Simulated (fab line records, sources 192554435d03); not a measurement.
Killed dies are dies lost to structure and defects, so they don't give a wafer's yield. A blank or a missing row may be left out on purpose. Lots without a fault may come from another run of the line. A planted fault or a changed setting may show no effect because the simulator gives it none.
Split-lot experiment | flow n5_finfet | 7 lots, 21 wafers read, on a route of 1938 steps

THE SPLIT
At N5_HKMG_FIN_EXPOSE_46 (exposes mask NDIPOLE), the setting dose_mj was moved away from the recipe's 40 on 4 of the 21 wafers read, by -6.8% to +5.9%. The other wafers ran this setting at the recipe's value.

FROM THE SPLIT TO THE READING: what the file shows between them, 2 steps
- N5_HKMG_FIN_PEB_47: peb time 60 s
- N5_HKMG_FIN_DEVELOP_48: develop time 30 s

THE READING
cd_nm, in nm, at N5_HKMG_FIN_CD_MEAS_49 (target cd 202 nm). Fault-free wafers of this fab line usually give 202.1 nm, standard deviation 0.63 nm.

wafer  | tool, chamber at the split | dose_mj as run | against the recipe | cd_nm, nm | against lot-mates on the recipe
L075.2 | arfi_scanner-03, 0         | 40             | recipe             | 202.0     | -
L075.3 | arfi_scanner-03, 0         | 40             | recipe             | 201.7     | -
L075.6 | arfi_scanner-03, 0         | 40             | recipe             | 201.7     | -
L076.1 | arfi_scanner-02, 0         | 40             | recipe             | 202.6     | -
L076.2 | arfi_scanner-02, 0         | 40             | recipe             | 201.6     | -
L076.3 | arfi_scanner-02, 0         | 40             | recipe             | 201.9     | -
L077.1 | arfi_scanner-03, 0         | 38             | -5.0%              | 199.6     | -2.9
L077.2 | arfi_scanner-03, 0         | 40             | recipe             | 202.5     | -
L077.3 | arfi_scanner-03, 0         | 38             | -5.0%              | 199.1     | -3.4
L083.3 | arfi_scanner-02, 0         | 40             | recipe             | 202.9     | -
L083.4 | arfi_scanner-02, 0         | 40             | recipe             | 203.0     | -
L083.5 | arfi_scanner-02, 0         | 40             | recipe             | 202.8     | -
L085.2 | arfi_scanner-01, 0         | 40             | recipe             | 202.1     | -
L085.4 | arfi_scanner-01, 0         | 40             | recipe             | 202.6     | -
L085.6 | arfi_scanner-01, 0         | 37.28          | -6.8%              | 198.7     | -3.7
L092.1 | arfi_scanner-02, 0         | 40             | recipe             | 202.4     | -
L092.3 | arfi_scanner-02, 0         | 42.36          | +5.9%              | 205.1     | +3.1
L092.6 | arfi_scanner-02, 0         | 40             | recipe             | 201.6     | -
L096.3 | arfi_scanner-02, 0         | 40             | recipe             | 202.1     | -
L096.4 | arfi_scanner-02, 0         | 40             | recipe             | 202.0     | -
L096.5 | arfi_scanner-02, 0         | 40             | recipe             | 202.1     | -

THE FIT
A straight line over all 21 wafers: cd_nm changes by +0.528 nm for each +1% of dose_mj; r = +0.95; the points scatter about the line by 0.44 nm.
The same after taking each lot's own level away (the mean of its wafers on the recipe; 21 wafers): +0.567 nm for each +1%; r = +0.98; scatter 0.28 nm.
On that fit, the largest move of dose_mj shifts the reading by 3.9 nm.
The lots' own levels span 201.80 to 202.90 nm, that is 1.7 times the standard deviation above.
So the lot-to-lot level changes the slope little: the two slopes agree.
Check: with one of the wafers moved furthest among these (-6.8%) left out of the fit, the line predicts -4.02 nm for it against its lot-mates. It came out at -3.65 nm against them.

THE WHOLE CHAIN: every reading that the file lists as answering this split, in the file's order
step                   | what it does                                           | reading                                                                | change (the file's fit)               | r (the file's)
N5_HKMG_FIN_CD_MEAS_49 | target cd 202 nm                                       | cd_nm                                                                  | +0.556 nm for each +1% of the setting | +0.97
N5_HKMG_FIN_ETCH_54    | etches SiARC in CF4, target depth 45.5 nm, time 75.8 s | HKMG_FIN.cd_offset_nm (the simulator's own value, which no gauge read) | +0.579 nm for each +1% of the setting | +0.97
N5_HKMG_FIN_ETCH_55    | etches SOC in N2/H2, target depth 240 nm, time 300 s   | HKMG_FIN.cd_offset_nm (the simulator's own value, which no gauge read) | +0.622 nm for each +1% of the setting | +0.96

THE FILE'S OWN FIT
cd_nm changes by +0.556 nm for each +1% of dose_mj, r = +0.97.
